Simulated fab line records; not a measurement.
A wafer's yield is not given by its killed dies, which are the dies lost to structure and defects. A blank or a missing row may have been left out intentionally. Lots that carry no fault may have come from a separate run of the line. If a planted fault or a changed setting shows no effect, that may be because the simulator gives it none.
Split-lot study	flow n5-finfet	21 wafers read across 7 lots, on a route 1938 steps long

## SPLIT DETAILS
At N5_BEOL_M11_HM_DEP_02 (deposits TiN, target thk 20 nm), the setting target-thk-a was moved away from the recipe's 200 angstrom on 6 of the 21 wafers read, by -7.2% to +13.3%. For the rest of the wafers, this setting stayed at what the recipe calls for.

## FROM THE SPLIT TO THE READING: what the file shows between them, 4 steps
- N5_BEOL_M11_COAT_59: time 60 s, resist thk 100 nm
- N5_BEOL_M11_COAT_60: time 60 s, resist thk 30 nm
- N5_BEOL_M11_STRIP_68: strips in N2/H2
- N5_BEOL_M11_STRIP_67: strips in CF4

## THE READING
etch.depth-nm (the simulator's own value, which no gauge read), in nm, at N5_BEOL_M11_HM_OPEN_17 (chemistry Cl2/BCl3, target TiN, target depth 20 nm, overetch 6 nm). The file does not state a usual value for it. Here, 15 wafers ran the recipe; their average is 19.97 nm with a standard deviation of 0.15 nm.

wafer	tool, chamber at the split	target-thk-a as run, angstrom	against the recipe	etch.depth-nm, nm	against lot-mates on the recipe
L081.1	pvd-sputter-03, -	200	recipe	20.01	-
L081.2	pvd-sputter-03, -	200	recipe	19.99	-
L081.6	pvd-sputter-03, -	185.7	-7.2%	18.46	-1.54
L083.1	pvd-sputter-02, -	200	recipe	19.64	-
L083.2	pvd-sputter-02, -	200	recipe	19.71	-
L083.4	pvd-sputter-02, -	200	recipe	19.84	-
L088.1	pvd-sputter-02, -	200	recipe	20.12	-
L088.5	pvd-sputter-02, -	218.8	+9.4%	21.93	+1.78
L088.6	pvd-sputter-02, -	200	recipe	20.17	-
L090.2	pvd-sputter-03, -	200	recipe	20.02	-
L090.3	pvd-sputter-03, -	210.1	+5.0%	21.15	+1.13
L090.4	pvd-sputter-03, -	200	recipe	20.01	-
L093.2	pvd-sputter-03, -	200	recipe	20.12	-
L093.3	pvd-sputter-03, -	200	recipe	19.91	-
L093.4	pvd-sputter-03, -	207.2	+3.6%	20.51	+0.50
L091.2	pvd-sputter-03, -	226.5	+13.3%	22.8	+2.71
L091.3	pvd-sputter-03, -	226.5	+13.3%	22.91	+2.82
L091.5	pvd-sputter-03, -	200	recipe	20.09	-
L092.3	pvd-sputter-02, -	200	recipe	19.94	-
L092.4	pvd-sputter-02, -	200	recipe	19.87	-
L092.6	pvd-sputter-02, -	200	recipe	20.11	-

THE FIT
A straight line over all 21 wafers: etch.depth-nm changes by +0.215 nm for each +1% of target-thk-a; r = +0.99; the points scatter about the line by 0.15 nm.
The same after taking each lot's own level away (the mean of its wafers on the recipe; 21 wafers): +0.206 nm for each +1%; r = +1.00; scatter 0.096 nm.
Per that fit: largest target-thk-a move, reading shift of 2.7 nm.
The lots' own levels span 19.730 to 20.145 nm, that is 2.8 times the standard deviation above.
So the lot-to-lot level changes the slope little: the two slopes agree.
Check: +2.72 nm against its lot-mates is what the line predicts for one of the wafers moved furthest among these (+13.3%) when that wafer is left out of the fit. Against them it came out at +2.71 nm.

## THESE WAFERS: OTHER SPLITS
These wafers also went through other splits before the reading. Each is held against what the fit with the lots' levels taken away leaves over:
other split on the same wafers	wafers away from the commonest value	r with etch.depth-nm (lot level and that fit taken away)
N5_BEOL_M9_COAT_22 spin-rpm	9	+0.44
N5_BEOL_M10_TRENCH_ETCH_37 time-s	7	-0.10
N5_BEOL_M10_ETCH_41 source-w	6	+0.22
N5_BEOL_M11_PECVD_70 temp-c	7	+0.04

## THE WHOLE CHAIN: every reading that the file lists as answering this split, in the file's order
step	what it does	reading	change (the file's fit)	r (the file's)
N5_BEOL_M11_HM_DEP_02	deposits TiN, target thk 20 nm	TiN_of_BEOL_M11_HM_DEP_02.thk-nm (the simulator's own value, which no gauge read)	+0.211 nm for each +1% of the setting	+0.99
N5_BEOL_M11_HM_OPEN_17	chemistry Cl2/BCl3, target TiN, target depth 20 nm, overetch 6 nm	etch.depth-nm (the simulator's own value, which no gauge read)	+0.204 nm for each +1% of the setting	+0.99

## THE FILE'S OWN FIT
etch.depth-nm changes by +0.204 nm for each +1% of target-thk-a, r = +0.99.
